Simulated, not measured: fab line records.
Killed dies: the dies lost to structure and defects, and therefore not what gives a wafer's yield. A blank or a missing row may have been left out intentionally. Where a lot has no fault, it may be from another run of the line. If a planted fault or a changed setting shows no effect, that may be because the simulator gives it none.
fab line records + flow nandHarc
record:
- lots: 7
- wafers: 18
- lastDay: 24
route steps=1159 shown A_STAIRCASE@618 END@1159
lots untouched by any fault: they come from a run of this same line in which no faults occurred
startH: the number of hours between the record's first day and the start of the first shown wafer of the lot + waitH: hours elapsed since this lot's preceding step + " repeats the value in the row above + L1.1+2: one row covering several wafers at once + - no value present, or no start provided + * or withheld: withheld + < > ~ a bound
route shown NAME@n: a module of which the file shows steps, and the number in the route of the first + usual: the fault-free wafers' mean and standard deviation + same: alike in all rows + chamber/n: place in a boat + sites: readings site by site + _std_site: standard deviation across them + _edge_site: mean of outer sites minus mean of inner sites + radiusMm: for every site, how far away it sits from the centre of the wafer + mask NAME#n: copy n + behind: tool/chamber where the wafer was last shaped + hold: reason for holding the lot/hours on hold/outcome of the hold + device: the transistor (n, p or np) that didn't switch + end of line: the tests these same wafers got at the end of their route + a step with no rows: only its recipe + killed: the dies lost at the first sort to structure and to defects; this is not the yield of the wafer + map: shows each die of a wafer: x if killed, . if not, _ if none is there
set.NAME: the setting that was run; set.NAME@STEP: the one run at that earlier step + model.NAME: the simulator's own value behind a step, which no gauge read
lots at selected steps of the route; one table per step, one row per wafer
services: the hour from which a tool's chamber was out of use, counted from the record's first day as startH (under 0 if before that day), plus the number of hours and why
== steps ==
step: NHARC_A_STAIRCASE_TRIM_224
recipe:
- timeS: 211.2
- o2FlowSccm: 500
- arFlowSccm: 0
- biasW: 0
- chemistry: O2
step: NHARC_A_STAIRCASE_ETCH_225
recipe:
- targetDepthA: 1000
- timeS: 40.5
- ionEnergyEv: 400
- c4f8FlowSccm: 20
- o2FlowSccm: 10
- arFlowSccm: withheld
- rfW: 600
- biasW: 1000
- chemistry: C4F8/O2
usual:
- oesProductAu: 0.939/0.01
- rfVppV: 897/5.9
- runLengthS: 62.0/0.38
| lot.wafer | tool       | chamber | startH | waitH | oesProductAu | rfHoursCounterH | rfVppV | runLengthS |
|-----------|------------|---------|--------|-------|--------------|-----------------|--------|------------|
| L387.2    | rieDiel-07 | 3       | -      | -     | 0.950        | 1               | 889    | 61.8       |
| L387.3    | "          | 0       | "      | "     | 0.954        | 1               | 906    | 62.7       |
| L387.5    | "          | 2       | "      | "     | 0.953        | -               | 897    | 62.4       |
| L391.3    | rieDiel-08 | 0       | -      | -     | 0.933        | 58              | 902    | 61.8       |
| L391.1    | "          | 2       | "      | "     | 0.945        | 61              | 889    | 62.0       |
| L391.5    | "          | 3       | "      | "     | 0.954        | -               | 899    | 61.4       |
| L401.3    | rieDiel-02 | 0       | -      | -     | 0.936        | 63              | 904    | 61.5       |
| L401.6    | "          | 0       | "      | "     | 0.930        | -               | 905    | 61.8       |
| L402.3    | rieDiel-07 | 3       | -      | -     | 0.939        | 38              | 888    | 61.7       |
| L402.6    | "          | 0       | "      | "     | 0.945        | -               | 904    | 62.7       |
| L405.3    | rieDiel-08 | 3       | -      | -     | 0.944        | 17              | 900    | 61.5       |
| L405.5    | "          | 2       | "      | "     | 0.951        | -               | 887    | 61.7       |
| L407.4    | rieDiel-07 | 2       | -      | -     | 0.925        | 48              | 896    | 61.9       |
| L407.2    | "          | 3       | "      | "     | 0.933        | 46              | 888    | 61.8       |
| L407.1    | "          | 1       | "      | "     | 0.924        | 47              | 897    | 62.1       |
| L409.3    | rieDiel-07 | 3       | -      | -     | 0.945        | 51              | 888    | 62.3       |
| L409.5    | "          | 1       | "      | "     | 0.937        | -               | 898    | 61.6       |
| L409.6    | "          | 2       | "      | "     | 0.944        | -               | 896    | 62.0       |
step: NHARC_A_STAIRCASE_TRIM_226
recipe:
- timeS: 211.2
- o2FlowSccm: 500
- arFlowSccm: 0
- biasW: 0
- chemistry: O2
usual:
- drypumpMotorCurrentA: 5.5/0.6
- oesProductAu: 0.999/0.0076
- rfVppV: 57.8/0.94
- showerheadPlenumPTorr: 3.56/0.17
- throttleValvePct: 17.037/0.0092
| lot.wafer | tool       | chamber | startH | waitH | drypumpMotorCurrentA | oesProductAu | rfHoursCounterH | rfVppV | showerheadPlenumPTorr | throttleValvePct |
|-----------|------------|---------|--------|-------|----------------------|--------------|-----------------|--------|-----------------------|------------------|
| L387.3    | rieDiel-07 | 3       | -      | -     | 5.8                  | 1.000        | 1               | 58.8   | 3.33                  | 17.027           |
| L387.2    | "          | 1       | "      | "     | 4.8                  | 0.991        | 1               | 58.9   | 3.59                  | 17.053           |
| L387.5    | "          | 3       | "      | "     | 5.8                  | 1.007        | -               | 58.3   | 3.33                  | 17.030           |
| L391.1    | rieDiel-08 | 0       | -      | -     | 5.9                  | 0.994        | 58              | 58.3   | 3.65                  | 17.035           |
| L391.3    | "          | 2       | "      | "     | 6.3                  | 1.011        | 61              | 57.2   | 3.32                  | 17.042           |
| L391.5    | "          | 0       | "      | "     | 6.0                  | 0.988        | -               | 59.6   | 3.65                  | 17.042           |
| L401.3    | rieDiel-02 | 2       | -      | -     | 6.3                  | 1.009        | 51              | 56.4   | 3.56                  | 17.052           |
| L401.6    | "          | 0       | "      | "     | 5.7                  | 1.000        | -               | 57.9   | 3.77                  | 17.019           |
| L402.3    | rieDiel-07 | 1       | -      | -     | 4.7                  | 0.996        | 40              | 58.3   | 3.57                  | 17.045           |
| L402.6    | "          | 3       | "      | "     | 5.8                  | 1.003        | -               | 55.2   | 3.31                  | 17.036           |
| L405.3    | rieDiel-08 | 3       | -      | -     | 6.4                  | 1.005        | 17              | 58.5   | 3.61                  | 17.038           |
| L405.5    | "          | 3       | "      | "     | 6.3                  | 1.012        | -               | 58.1   | 3.61                  | 17.043           |
| L407.2    | rieDiel-07 | 3       | -      | -     | 5.8                  | 1.004        | 46              | 56.0   | 3.31                  | 17.045           |
| L407.4    | "          | 0       | "      | "     | 4.8                  | 1.001        | 45              | 57.6   | 3.78                  | 17.030           |
| L407.1    | "          | 1       | "      | "     | 4.8                  | 0.989        | 47              | 57.0   | 3.56                  | 17.040           |
| L409.3    | rieDiel-07 | 1       | -      | -     | 4.8                  | 0.994        | 53              | 57.4   | 3.56                  | 17.046           |
| L409.5    | "          | 1       | "      | "     | 4.8                  | 0.990        | -               | 56.2   | 3.56                  | 17.037           |
| L409.6    | "          | 2       | "      | "     | 5.1                  | 1.005        | -               | 59.0   | 3.54                  | 17.021           |
step: NHARC_A_STAIRCASE_ETCH_227
recipe:
- targetDepthA: 1000
- timeS: 40.5
- ionEnergyEv: 400
- c4f8FlowSccm: 20
- o2FlowSccm: 10
- arFlowSccm: withheld
- rfW: 600
- biasW: 1000
- chemistry: C4F8/O2
step: NHARC_A_STAIRCASE_TRIM_229
recipe:
- timeS: 211.2
- o2FlowSccm: 500
- arFlowSccm: 0
- biasW: 0
- chemistry: O2
step: NHARC_A_STAIRCASE_ETCH_230
recipe:
- targetDepthA: 1000
- timeS: 40.5
- ionEnergyEv: 400
- c4f8FlowSccm: 20
- o2FlowSccm: 10
- arFlowSccm: withheld
- rfW: 600
- biasW: 1000
- chemistry: C4F8/O2
usual:
- oesProductAu: 0.943/0.015
- rfVppV: 898/6
- runLengthS: 62.0/0.43
| lot.wafer | tool       | chamber | startH | waitH | oesProductAu | rfHoursCounterH | rfVppV | runLengthS |
|-----------|------------|---------|--------|-------|--------------|-----------------|--------|------------|
| L387.2    | rieDiel-08 | 3       | -      | -     | 0.985        | 36              | 899    | 61.4       |
| L387.3    | "          | 0       | "      | "     | 0.952        | 44              | 901    | 61.7       |
| L387.5    | "          | 2       | "      | "     | 0.973        | -               | 889    | 61.6       |
| L391.1    | rieDiel-02 | 1       | -      | -     | 0.961        | 45              | 900    | 62.0       |
| L391.3    | "          | 3       | "      | "     | 0.954        | 45              | 887    | 62.3       |
| L391.5    | "          | 1       | "      | "     | 0.954        | -               | 899    | 61.9       |
| L401.3    | rieDiel-08 | 3       | -      | -     | 0.953        | 6               | 899    | 61.6       |
| L401.6    | "          | 2       | "      | "     | 0.943        | -               | 888    | 61.9       |
| L402.3    | rieDiel-08 | 1       | -      | -     | 0.931        | 12              | 898    | 61.7       |
| L402.6    | "          | 2       | "      | "     | 0.927        | -               | 887    | 61.7       |
| L405.3    | rieDiel-08 | 0       | -      | -     | 0.940        | 14              | 899    | 61.7       |
| L405.5    | "          | 3       | "      | "     | 0.942        | -               | 900    | 61.4       |
| L407.1    | rieDiel-07 | 0       | -      | -     | 0.947        | 45              | 905    | 62.6       |
| L407.2    | "          | 1       | "      | "     | 0.932        | 48              | 896    | 61.5       |
| L407.4    | "          | 3       | "      | "     | 0.935        | 46              | 888    | 61.7       |
| L409.3    | rieDiel-07 | 2       | -      | -     | 0.948        | 54              | 896    | 62.2       |
| L409.6    | "          | 2       | "      | "     | 0.951        | -               | 896    | 62.2       |
| L409.5    | "          | 3       | "      | "     | 0.950        | -               | 888    | 61.7       |
step: NHARC_A_STAIRCASE_TRIM_231
recipe:
- timeS: 211.2
- o2FlowSccm: 500
- arFlowSccm: 0
- biasW: 0
- chemistry: O2
step: NHARC_A_STAIRCASE_ETCH_232
recipe:
- targetDepthA: 1000
- timeS: 40.5
- ionEnergyEv: 400
- c4f8FlowSccm: 20
- o2FlowSccm: 10
- arFlowSccm: withheld
- rfW: 600
- biasW: 1000
- chemistry: C4F8/O2
step: NHARC_A_STAIRCASE_TRIM_233
recipe:
- timeS: 211.2
- o2FlowSccm: 500
- arFlowSccm: 0
- biasW: 0
- chemistry: O2
step: NHARC_A_STAIRCASE_ETCH_234
recipe:
- targetDepthA: 1000
- timeS: 40.5
- ionEnergyEv: 400
- c4f8FlowSccm: 20
- o2FlowSccm: 10
- arFlowSccm: withheld
- rfW: 600
- biasW: 1000
- chemistry: C4F8/O2
usual:
- oesProductAu: 0.940/0.011
- rfVppV: 897/6.2
- runLengthS: 61.9/0.38
| lot.wafer | tool       | chamber | startH | waitH | oesProductAu | rfHoursCounterH | rfVppV | runLengthS |
|-----------|------------|---------|--------|-------|--------------|-----------------|--------|------------|
| L387.2    | rieDiel-08 | 3       | -      | -     | 0.951        | 36              | 900    | 62.2       |
| L387.3    | "          | 1       | "      | "     | 0.965        | 28              | 899    | 61.8       |
| L387.5    | "          | 3       | "      | "     | 0.955        | -               | 901    | 61.4       |
| L391.3    | rieDiel-02 | 0       | -      | -     | 0.942        | 44              | 904    | 61.8       |
| L391.1    | "          | 1       | "      | "     | 0.940        | 45              | 901    | 61.9       |
| L391.5    | "          | 2       | "      | "     | 0.929        | -               | 899    | 61.5       |
| L401.3    | rieDiel-08 | 0       | -      | -     | 0.935        | 6               | 899    | 61.5       |
| L401.6    | "          | 2       | "      | "     | 0.943        | -               | 887    | 61.9       |
| L402.3    | rieDiel-08 | 3       | -      | -     | 0.944        | 15              | 897    | 61.3       |
| L402.6    | "          | 1       | "      | "     | 0.966        | -               | 899    | 61.8       |
| L405.3    | rieDiel-08 | 0       | -      | -     | 0.949        | 14              | 902    | 62.0       |
| L405.5    | "          | 1       | "      | "     | 0.957        | -               | 899    | 61.7       |
| L407.1    | rieDiel-07 | 2       | -      | -     | 0.923        | 49              | 896    | 62.3       |
| L407.4    | "          | 3       | "      | "     | 0.942        | 46              | 888    | 61.7       |
| L407.2    | "          | 0       | "      | "     | 0.941        | 45              | 905    | 62.3       |
| L409.3    | rieDiel-07 | 2       | -      | -     | 0.931        | 54              | 896    | 62.5       |
| L409.6    | "          | 2       | "      | "     | 0.938        | -               | 896    | 62.1       |
| L409.5    | "          | 3       | "      | "     | 0.945        | -               | 886    | 61.6       |
step: NHARC_A_STAIRCASE_TRIM_235
recipe:
- timeS: 211.2
- o2FlowSccm: 500
- arFlowSccm: 0
- biasW: 0
- chemistry: O2
usual:
- drypumpMotorCurrentA: 5.6/0.58
- oesProductAu: 0.999/0.0074
- rfVppV: 57.9/0.93
- showerheadPlenumPTorr: 3.56/0.16
- throttleValvePct: 17.036/0.0088
| lot.wafer | tool       | chamber | startH | waitH | drypumpMotorCurrentA | oesProductAu | rfHoursCounterH | rfVppV | showerheadPlenumPTorr | throttleValvePct |
|-----------|------------|---------|--------|-------|----------------------|--------------|-----------------|--------|-----------------------|------------------|
| L387.2    | rieDiel-08 | 0       | -      | -     | 6.0                  | 0.983        | 45              | 56.8   | 3.66                  | 17.034           |
| L387.3    | "          | 1       | "      | "     | 6.5                  | 0.999        | 28              | 58.8   | 3.62                  | 17.027           |
| L387.5    | "          | 1       | "      | "     | 6.5                  | 0.996        | -               | 58.1   | 3.62                  | 17.035           |
| L391.1    | rieDiel-02 | 1       | -      | -     | 5.3                  | 1.001        | 45              | 59.0   | 3.63                  | 17.026           |
| L391.3    | "          | 0       | "      | "     | 5.7                  | 0.992        | 44              | 59.3   | 3.78                  | 17.041           |
| L391.5    | "          | 2       | "      | "     | 6.3                  | 0.997        | -               | 57.1   | 3.57                  | 17.030           |
| L401.3    | rieDiel-08 | 0       | -      | -     | 6.0                  | 0.997        | 7               | 58.2   | 3.64                  | 17.034           |
| L401.6    | "          | 3       | "      | "     | 6.4                  | 1.007        | -               | 58.2   | 3.62                  | 17.029           |
| L402.3    | rieDiel-08 | 0       | -      | -     | 5.9                  | 1.001        | 12              | 56.7   | 3.64                  | 17.044           |
| L402.6    | "          | 0       | "      | "     | 5.9                  | 1.003        | -               | 56.2   | 3.64                  | 17.048           |
| L405.3    | rieDiel-08 | 1       | -      | -     | 6.5                  | 0.997        | 16              | 55.8   | 3.60                  | 17.037           |
| L405.5    | "          | 1       | "      | "     | 6.5                  | 1.004        | -               | 57.3   | 3.60                  | 17.037           |
| L407.1    | rieDiel-07 | 2       | -      | -     | 5.1                  | 0.993        | 49              | 57.3   | 3.54                  | 17.031           |
| L407.2    | "          | 0       | "      | "     | 4.7                  | 0.997        | 45              | 59.9   | 3.78                  | 17.029           |
| L407.4    | "          | 1       | "      | "     | 4.8                  | 0.981        | 48              | 58.9   | 3.56                  | 17.020           |
| L409.3    | rieDiel-07 | 2       | -      | -     | 5.1                  | 1.001        | 55              | 58.0   | 3.53                  | 17.052           |
| L409.5    | "          | 1       | "      | "     | 4.8                  | 0.996        | -               | 56.6   | 3.56                  | 17.034           |
| L409.6    | "          | 2       | "      | "     | 5.1                  | 0.999        | -               | 57.4   | 3.53                  | 17.049           |
step: NHARC_A_STAIRCASE_ETCH_236
recipe:
- targetDepthA: 1000
- timeS: 40.5
- ionEnergyEv: 400
- c4f8FlowSccm: 20
- o2FlowSccm: 10
- arFlowSccm: withheld
- rfW: 600
- biasW: 1000
- chemistry: C4F8/O2
usual:
- oesProductAu: 0.942/0.0099
- rfVppV: 897/6.3
- runLengthS: 61.9/0.41
| lot.wafer | tool       | chamber | startH | waitH | oesProductAu | rfHoursCounterH | rfVppV | runLengthS |
|-----------|------------|---------|--------|-------|--------------|-----------------|--------|------------|
| L387.2    | rieDiel-08 | 2       | 244.51 | -     | 0.957        | 47              | 890    | 62.0       |
| L387.3    | "          | 3       | "      | "     | 0.956        | 36              | 901    | 61.5       |
| L387.5    | "          | 2       | "      | "     | 0.960        | -               | 889    | 62.1       |
| L391.3    | rieDiel-02 | 0       | 278.52 | -     | 0.945        | 44              | 906    | 62.1       |
| L391.1    | "          | 2       | "      | "     | 0.930        | 35              | 897    | 61.4       |
| L391.5    | "          | 0       | "      | "     | 0.950        | -               | 906    | 61.3       |
| L401.3    | rieDiel-08 | 1       | 328.00 | -     | 0.940        | 8               | 899    | 74.3       |
| L401.6    | "          | 2       | "      | "     | 0.937        | -               | 888    | 61.7       |
| L402.3    | rieDiel-08 | 3       | 340.34 | -     | 0.940        | 15              | 899    | 74.1       |
| L402.6    | "          | 3       | "      | "     | 0.943        | -               | 899    | 62.0       |
| L405.3    | rieDiel-08 | 0       | 347.64 | -     | 0.953        | 14              | 901    | 73.9       |
| L405.5    | "          | 1       | "      | "     | 0.954        | -               | 897    | 73.6       |
| L407.4    | rieDiel-07 | 2       | 365.01 | -     | 0.929        | 49              | 897    | 62.0       |
| L407.1    | "          | 3       | "      | "     | 0.935        | 47              | 889    | 61.8       |
| L407.2    | "          | 0       | "      | "     | 0.949        | 45              | 905    | 62.5       |
| L409.3    | rieDiel-07 | 1       | 376.78 | -     | 0.932        | 53              | 897    | 61.9       |
| L409.5    | "          | 0       | "      | "     | 0.938        | -               | 904    | 62.4       |
| L409.6    | "          | 1       | "      | "     | 0.930        | -               | 896    | 61.9       |
step: NHARC_END_SORT_01
recipe:
- tempC: 25
usual:
- killedAtArray: 26/9.9
- killedAtOther: 0.8/1
- killedAtPeriphery: 2.8/2.2
- killedDies: 29/9.9
- killedOpen: 3.2/1.8
- killedShort: 2.1/1.4
same:
- grossDies: 677
| lot.wafer | tool      | chamber | startH | waitH | killedAtArray | killedAtOther | killedAtPeriphery | killedDies | killedOpen | killedShort |
|-----------|-----------|---------|--------|-------|---------------|---------------|-------------------|------------|------------|-------------|
| L401.3    | prober-01 | 0       | 513.70 | 3.1   | 674           | 0             | 0                 | 674        | 3          | 3           |
| L402.3    | prober-02 | 0       | 526.82 | 3.1   | 667           | 0             | 2                 | 669        | 2          | 2           |
| L405.3    | prober-02 | 0       | 542.28 | 3.1   | 670           | 1             | 6                 | 677        | 8          | 2           |
| L405.5    | prober-02 | 0       | 543.90 | 3.7   | 670           | 1             | 6                 | 677        | 6          | 3           |
killed by level:class
L401.3 A_STAIRCASE:areaEtch=660 A_CHANNEL_HOLE_D1:chamberFilmFlake=5 A_SGD_CUT:geometricParticle:short=2 A_CONTACT:geometricParticle:open=2 A_CONTACT:chamberFilmFlake=2 A_CHANNEL_FILL_D1:geometricParticle:short=1 A_BLC:geometricParticle:open=1 A_STAIRCASE:chamberFilmFlake=1
L402.3 A_STAIRCASE:areaEtch=643 A_SLIT:chamberFilmFlake=8 A_CHANNEL_HOLE_D1:chamberFilmFlake=4 A_STAIRCASE:chamberFilmFlake=3 A_WL_FILL:chamberFilmFlake=3 A_CONTACT:chamberFilmFlake=3 P_M1:geometricParticle:short=1 A_ONON_D1:geometricParticle:short=1
L405.3 A_STAIRCASE:areaEtch=649 A_CHANNEL_HOLE_D1:chamberFilmFlake=8 A_CONTACT:chamberFilmFlake=7 A_CONTACT:geometricParticle:open=3 P_GATE:geometricParticle:short=1 P_GATE:geometricParticle:open=1 P_M0:geometricParticle:open=1 P_M0:geometricParticle:short=1
L405.5 A_STAIRCASE:areaEtch=653 A_CHANNEL_HOLE_D1:chamberFilmFlake=4 A_CONTACT:chamberFilmFlake=4 A_CONTACT:geometricParticle:open=2 P_GATE:geometricParticle:short=1 P_M0:geometricParticle:open=1 P_M2:geometricParticle:open=1 A_ONON_D1:geometricParticle:open=1
map L401.3 (x killed, . not)
____________x____________
_________xxxxxxx_________
_______xxxxxxxxxxx_______
______xxxxxxxxxxxxx______
_____xxxxxxxxxxxxxxx_____
____xxxxxxxxxxxxxxxxx____
____xxxxxxxxxxxxxxxxx____
___xxxxxxxxxxxxxxxxxxx___
___xxxxxxxxxxxxxxxxxxx___
__xxxxxxxxxxxxxxxxxxxxx__
__xxxxxxxxxxxxxxxxxxxxx__
_xxxxxxxxxxxxxxxxxxxxxxx_
_xxxxxxxxxxxxxxxxxxxxxxx_
_xxxxxxxxxxxxxxxxxxxxxxx_
_xxxxxxxxxxxxxxxxxxxxxxx_
_xxxxxxxx.xxxxxxxxxxxxxx_
xxxxxxxxxxxxxxxxxxxxxxxxx
xxxxxxxxxxxxxxxxxxxxxxxxx
xxxxxxxxxxxxxxxxxxxxxxxxx
xxxxxxxxxxxxxxxxxxxxxxxxx
xxxxxxxxxxxxxx.xxxxxxxxxx
_xxxxxxxxx.xxxxxxxxxxxxx_
_xxxxxxxxxxxxxxxxxxxxxxx_
_xxxxxxxxxxxxxxxxxxxxxxx_
_xxxxxxxxxxxxxxxxxxxxxxx_
_xxxxxxxxxxxxxxxxxxxxxxx_
__xxxxxxxxxxxxxxxxxxxxx__
__xxxxxxxxxxxxxxxxxxxxx__
___xxxxxxxxxxxxxxxxxxx___
___xxxxxxxxxxxxxxxxxxx___
____xxxxxxxxxxxxxxxxx____
____xxxxxxxxxxxxxxxxx____
_____xxxxxxxxxxxxxxx_____
______xxxxxxxxxxxxx______
_______xxxxxxxxxxx_______
_________xxxxxxx_________
____________x____________
map L402.3 (x killed, . not)
____________x____________
_________xxxxxxx_________
_______xxxxxxxxxxx_______
______xxxxxxxxxxxxx______
_____xxxxxxxxxxxxxxx_____
____xxxxxxxxxxxxxxxxx____
____xxxxxxxxxxxxxxxxx____
___xxxxxxxxxxxxxxxxxxx___
___xxxxxxxxxxxxxxxxxxx___
__xxxxxxxxxxxxxxxxxxxxx__
__xxxxxxxxxxxxxxxxxxxxx__
_xxxxxxxxxxxxxxxxxxxxxxx_
_xxxxxxxxxxxxxxxxxxxxxxx_
_xxxxxxxxxxxxxxxxxxxxxxx_
_xxxxxxxxxxxxxxxxxxxxxxx_
_xxxxxxxxxxxxxxxxxxxxxxx_
xxxxxxxxxxxxxxxxxxxxxxxxx
xxxxxxxxxxxxxxxxxxxxxxxxx
xxxxxxxxxxxxxxxxxxxxxxxxx
.xxxxxxxxxxxxxxxxxxxxxxxx
xxxxxxxxxxxxxxxxxxxxxxxxx
_xxxxxxxxxxxxxxxxxxxxxxx_
_xxxxxxxxxxxxxxxxxxxxxxx_
_xxxxxxxxxxxxxxxxxxxxxxx_
_xxxxxxxxxxxxxxxxxxxxxxx_
_xxxxxxxxxxxxxxxxxxxxxxx_
__xxxxxxxxxxxxxxxxxxxxx__
__xxxxxxxxxxxxxxxxxxxxx__
___xxxxxxxxxxxxxxxxxxx___
___.xxxxxxxxxxxxxxxxx.___
____xxxxxxxxxxxxxxxxx____
____xxxxxxxxxxxxxxx.x____
_____xxxxxxxxxxxxxxx_____
______xxxx.xxxxxxxx______
_______xxxxxxx.xxx_______
_________.xxxx.x_________
____________x____________
== services ==
| tool       | chamber | startH | hours | kind                         |
|------------|---------|--------|-------|------------------------------|
| rieDiel-07 | -       | 228.33 | 9.0   | pm                           |
| rieDiel-07 | 0       | 228.33 | 9.0   | ventCycle                    |
| rieDiel-07 | 1       | 228.33 | 9.0   | ventCycle                    |
| rieDiel-07 | 2       | 228.33 | 9.0   | ventCycle                    |
| rieDiel-07 | 3       | 228.33 | 9.0   | ventCycle                    |
| rieDiel-08 | 0       | 232.51 | -     | clean                        |
| rieDiel-08 | 1       | 232.51 | -     | clean                        |
| rieDiel-08 | 2       | 232.51 | -     | clean                        |
| rieDiel-08 | 3       | 232.51 | -     | clean                        |
| rieDiel-07 | 0       | 237.33 | -     | clean                        |
| rieDiel-07 | 0       | 237.33 | -     | consumableReplace:showerhead |
| rieDiel-07 | 1       | 237.33 | -     | clean                        |
| rieDiel-07 | 1       | 237.33 | -     | consumableReplace:focusRing  |
| rieDiel-07 | 2       | 237.33 | -     | clean                        |
| rieDiel-07 | 3       | 237.33 | -     | clean                        |
| rieDiel-02 | 2       | 253.28 | 25.0  | repair                       |
| rieDiel-08 | 0       | 257.16 | -     | clean                        |
| rieDiel-08 | 1       | 257.16 | -     | clean                        |
| rieDiel-08 | 2       | 257.16 | -     | clean                        |
| rieDiel-08 | 3       | 257.16 | -     | clean                        |
| rieDiel-07 | 0       | 262.68 | -     | clean                        |
| rieDiel-08 | -       | 301.80 | 9.0   | pm                           |
| rieDiel-02 | 3       | 338.36 | 6.1   | repair                       |
| rieDiel-07 | 1       | 371.43 | 2.3   | repair                       |
== key ==
firstSign:
- step: NHARC_A_STAIRCASE_ETCH_236
- reading: runLengthS
- direction: up
- sigmas: 30
- usual: *
- struck: *
effect:
- step: NHARC_END_SORT_01
- reading: killedAtArray
- direction: up
- sigmas: 65
- usual: 26
- struck: 670
moreKillsBornAt:
- NHARC_A_STAIRCASE_ETCH_236@rieDiel-08: 2605
metAt NHARC_A_STAIRCASE_ETCH_236
struckWafers L401.3,L402.3,L405.3,L405.5
laterRowsLeftOut L401.3,L402.3,L405.3,L405.5
testerLeftOut L401,L402,L405
onsetBetween 244.51 328.00
fault:
- kind: processParameterDrift
- tool: rieDiel-08
- chamber: -
- onsetH: 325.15
- steps: NHARC_A_STAIRCASE_ETCH_236
- channel: timeS
- offset: *
- shape: step
- endH: 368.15
- scope: struckWafersOnly
- actsIn: *
- stated: *
testerLeftOut: of these lots the tester's yield and bins aren't shown, on N5 and GAA mostly nor the transistor test; their killed dies are dies lost to structure and defects alone, not to doping, threshold or leakage, so they don't give the yield
laterRowsLeftOut: the simulator's readings of these wafers behind a module that went badly wrong aren't trusted and aren't shown, but for the sort
